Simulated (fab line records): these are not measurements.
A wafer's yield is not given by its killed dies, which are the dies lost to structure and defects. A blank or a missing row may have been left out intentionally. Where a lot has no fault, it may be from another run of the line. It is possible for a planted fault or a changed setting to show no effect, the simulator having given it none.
Split-lot study | flow n5 finfet | route with 1938 steps; 7 lots, 21 wafers read

== ON THE SPLIT ==
At N5_BEOL_M2_COAT_22 (resist thk 30 nm), the setting spin rpm was moved away from the recipe's 1500 rpm on 9 of the 21 wafers read, by -10.4% to +3.7%. For the rest of the wafers, this setting stayed at what the recipe calls for.

== FROM THE SPLIT TO THE READING: what the file shows between them, 5 steps ==
- N5_BEOL_M2_EBR_24
- N5_BEOL_M2_SOFTBAKE_23: time 60 s
- N5_BEOL_M2_EXPOSE_25: exposes mask V1, defocus 5 nm
- N5_BEOL_M2_PEB_26: peb time 60 s
- N5_BEOL_M2_DEVELOP_27: develop time 30 s

== THE READING ==
CAR-EUV_of_BEOL_M2_COAT_22.thk nm (the simulator's own value, which no gauge read), in nm, at N5_BEOL_M2_DESCUM_33 (chemistry O2, time 7 s). There is no usual value for it anywhere in the file. The 12 wafers here that ran the recipe average 26.0 nm, standard deviation 0.055 nm.

wafer  | tool, chamber at the split | spin rpm as run, rpm | against the recipe | CAR-EUV_of_BEOL_M2_COAT_22.thk nm, nm | against lot-mates on the recipe
L074.3 | litho track-01, 0          | 1364                 | -9.1%              | 27.6                                  | +1.6
L074.5 | litho track-01, 0          | 1364                 | -9.1%              | 27.4                                  | +1.4
L074.6 | litho track-01, 0          | 1500                 | recipe             | 26                                    | -
L078.1 | litho track-02, 0          | 1500                 | recipe             | 26                                    | -
L078.2 | litho track-02, 0          | 1500                 | recipe             | 26                                    | -
L078.4 | litho track-02, 0          | 1385                 | -7.7%              | 27.4                                  | +1.4
L082.4 | litho track-04, 0          | 1500                 | recipe             | 26                                    | -
L082.6 | litho track-04, 0          | 1500                 | recipe             | 26                                    | -
L082.5 | litho track-04, 0          | 1344                 | -10.4%             | 27.8                                  | +1.8
L084.1 | litho track-01, 0          | 1453                 | -3.1%              | 26.4                                  | +0.4
L084.4 | litho track-01, 0          | 1453                 | -3.1%              | 26.6                                  | +0.6
L084.6 | litho track-01, 0          | 1500                 | recipe             | 26                                    | -
L089.1 | litho track-04, 0          | 1500                 | recipe             | 26.2                                  | -
L089.4 | litho track-04, 0          | 1500                 | recipe             | 26                                    | -
L089.5 | litho track-04, 0          | 1500                 | recipe             | 26                                    | -
L092.2 | litho track-02, 0          | 1500                 | recipe             | 26                                    | -
L092.6 | litho track-02, 0          | 1500                 | recipe             | 26                                    | -
L092.3 | litho track-02, 0          | 1448                 | -3.5%              | 26.4                                  | +0.4
L097.1 | litho track-04, 0          | 1555                 | +3.7%              | 25.4                                  | -0.6
L097.3 | litho track-04, 0          | 1555                 | +3.7%              | 25.6                                  | -0.4
L097.6 | litho track-04, 0          | 1500                 | recipe             | 26                                    | -

THE FIT
A straight line over all 21 wafers: CAR-EUV_of_BEOL_M2_COAT_22.thk nm changes by -0.164 nm for each +1% of spin rpm; r = -0.99; the points scatter about the line by 0.094 nm.
The same after taking each lot's own level away (the mean of its wafers on the recipe; 21 wafers): -0.165 nm for each +1%; r = -0.99; scatter 0.092 nm.
The reading moves by 1.7 nm for the largest change in spin rpm, on that fit.
Measured against the standard deviation above, the lots' own levels, which go from 26.00 to 26.07 nm, span 1.2 times it.
The two slopes agree, so the slope changes little with the lot-to-lot level.
Check: for one of the wafers moved furthest among these (-10.4%), held out of the fit, the line's prediction against its lot-mates is +1.7 nm. Against them it came out at +1.8 nm.

== ADDITIONAL SPLITS CARRIED BY THESE WAFERS ==
Other splits were also applied to these wafers ahead of the reading. Each is held against what the fit with the lots' levels taken away leaves over:
other split on the same wafers            | wafers away from the commonest value | r with CAR-EUV_of_BEOL_M2_COAT_22.thk nm (lot level and that fit taken away)
N5_SDB_COAT_05 spin rpm                   | 9                                    | -0.25
N5_HKMG_FIN_ETCH_54 source w              | 4                                    | +0.31
N5_HKMG_FIN_ETCH_55 time s                | 10                                   | -0.34
N5_GATE_CUT_ALD_22 ald cycles             | 4                                    | +0.18
N5_MOL_CONTACT_COAG_ALD_131 ald cycles    | 9                                    | -0.45
N5_MOL_CONTACT_COAG_ETCH_91 time s        | 7                                    | +0.14
N5_BEOL_M0_SAQP_COAT_08 spin rpm          | 5                                    | -0.11
N5_BEOL_M0_TRENCH_ETCH_107 target depth a | 6                                    | -0.31
N5_BEOL_M1_COAT_22 spin rpm               | 3                                    | -0.01
N5_BEOL_M2_ETCH_74 source w               | 10                                   | -0.13

== THE WHOLE CHAIN: every reading that the file lists as answering this split, in the file's order ==
step                  | what it does           | reading                                                                            | change (the file's fit)               | r (the file's)
N5_BEOL_M2_COAT_22    | resist thk 30 nm       | CAR-EUV_of_BEOL_M2_COAT_22.thk nm (the simulator's own value, which no gauge read) | -0.155 nm for each +1% of the setting | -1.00
N5_BEOL_M2_DEVELOP_27 | develop time 30 s      | CAR-EUV_of_BEOL_M2_COAT_22.thk nm (the simulator's own value, which no gauge read) | -0.16 nm for each +1% of the setting  | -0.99
N5_BEOL_M2_DESCUM_33  | chemistry O2, time 7 s | CAR-EUV_of_BEOL_M2_COAT_22.thk nm (the simulator's own value, which no gauge read) | -0.168 nm for each +1% of the setting | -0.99

== FILE'S OWN FIT ==
CAR-EUV_of_BEOL_M2_COAT_22.thk nm changes by -0.168 nm for each +1% of spin rpm, r = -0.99.
